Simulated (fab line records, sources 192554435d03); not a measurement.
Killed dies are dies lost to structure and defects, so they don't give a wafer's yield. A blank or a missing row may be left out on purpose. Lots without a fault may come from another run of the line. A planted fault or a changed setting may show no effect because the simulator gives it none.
A struck lot beside a sound one | flow n5_finfet | 15 steps out of a route of 1938
Sound: wafers L199.1, L199.2, L199.5. Struck: wafer L197.2. (L197.1 of the same lot was not struck and is left out.) The cause comes at the end.
At each step with rows: each side's tool, then ch and its chambers, then its first start. Under that, the readings that differ: sound wafers | struck wafers | difference of the means | sigmas: that difference in standard deviations of wafers without a fault.
alike: readings whose means differ by less than 2 such deviations, and words and numbers that are the same on both sides. not compared: withheld readings, readings that some wafer has no value for, bounds like >300 that may hide the same value, and numbers for which the record gives no deviation and whose values overlap.
The two part at a step that has a row with sigmas, a row that says differs or no value, or rows on one side only. Numbers that don't overlap but have no deviation are shown without sigmas and don't part them. A reading that every wafer of one side lacks parts them only if that side has two wafers or more.

first, 8 steps without rows for these wafers: N5_PASSIVATION_HMDS_37 (time 60 s); N5_PASSIVATION_COAT_38; N5_PASSIVATION_EBR_40; N5_PASSIVATION_SOFTBAKE_39 (time 120 s); N5_PASSIVATION_EXPOSE_41 (exposes mask PASS OPEN, defocus 0 nm, target cd 40000 nm); N5_PASSIVATION_PEB_42; N5_PASSIVATION_DEVELOP_43 (develop time 60 s); N5_PASSIVATION_HARDBAKE_45 (time 120 s).
N5_PASSIVATION_CD_MEAS_44: target cd 40000 nm.
  sound on cd_sem-02 ch 0, day 14 16:19; struck on cd_sem-01 ch 0, day 14 12:28
  reading    | sound             | struck | difference | sigmas
  cd_nm (nm) | 39997 39996 39994 | 39987  | -9         | -2
N5_PASSIVATION_OVL_MEAS_66:
  sound on overlay-01 ch 0, day 14 16:20; struck on overlay-01 ch 0, day 14 12:29
  alike: PASS_OPEN_OVL
N5_PASSIVATION_INSPECT_67: inspects for defects (macro).
  sound on defect_inspect-01, day 14 16:22; struck on defect_inspect-01, day 14 12:31
  alike: raw_defect_count
N5_PASSIVATION_DESCUM_46: chemistry O2, time 7.9 s.
  sound on rie_diel-03 ch 0,2,3, day 14 16:26; struck on rie_diel-04 ch 2, day 14 12:34
  reading               | sound          | struck | difference | sigmas
  oes_product_au (a.u.) | 0.68 0.73 0.73 | 0.94   | +0.23      | +3
  alike: bias_power_w, drypump_motor_current_A, rf_vpp_V, showerhead_plenum_p_Torr, throttle_valve_pct
  not compared: rf_hours_counter_h
N5_PASSIVATION_PASS_ETCH_47: etches SiNx in CF4/O2, target depth 770 nm, time 385 s.
  sound on rie_diel-03 ch 0,2,3, day 14 16:29; struck on rie_diel-04 ch 2, day 14 12:37
  reading                  | sound             | struck | difference | sigmas
  oes_product_au (a.u.)    | 0.67 0.71 0.73    | 0.93   | +0.23      | +3
  run_length_s (s)         | 408.6 408.5 408.2 | 518.6  | +110.2     | +99 or more
  throttle_valve_pct (%)   | 16.23 15.88 15.84 | 15.51  | -0.47      | -3
  model.etch.depth_nm (nm) | 740.3 745.2 789.2 | 997.5  | +239.3     |
  alike: drypump_motor_current_A, rf_vpp_V, showerhead_plenum_p_Torr
  not compared: rf_hours_counter_h
N5_PASSIVATION_ETCH_54: etches SiO2 in CHF3/O2, target depth 880 nm, time 440 s.
  sound on rie_diel-03 ch 0,2,3, day 14 16:42; struck on rie_diel-04 ch 2, day 14 12:50
  reading                | sound             | struck | difference | sigmas
  oes_product_au (a.u.)  | 0.67 0.71 0.72    | 0.93   | +0.23      | +3
  throttle_valve_pct (%) | 19.14 18.76 18.81 | 18.52  | -0.38      | -2
  alike: drypump_motor_current_A, rf_vpp_V, showerhead_plenum_p_Torr
  not compared: rf_hours_counter_h
N5_PASSIVATION_PROBE_49:
  the record has rows for the struck wafers here (prober-02, day 14 15:41) and none for the sound ones

WHERE THEY PART
First at N5_PASSIVATION_CD_MEAS_44; last, within this record, at N5_PASSIVATION_PROBE_49.

WHY: what the simulator had put in
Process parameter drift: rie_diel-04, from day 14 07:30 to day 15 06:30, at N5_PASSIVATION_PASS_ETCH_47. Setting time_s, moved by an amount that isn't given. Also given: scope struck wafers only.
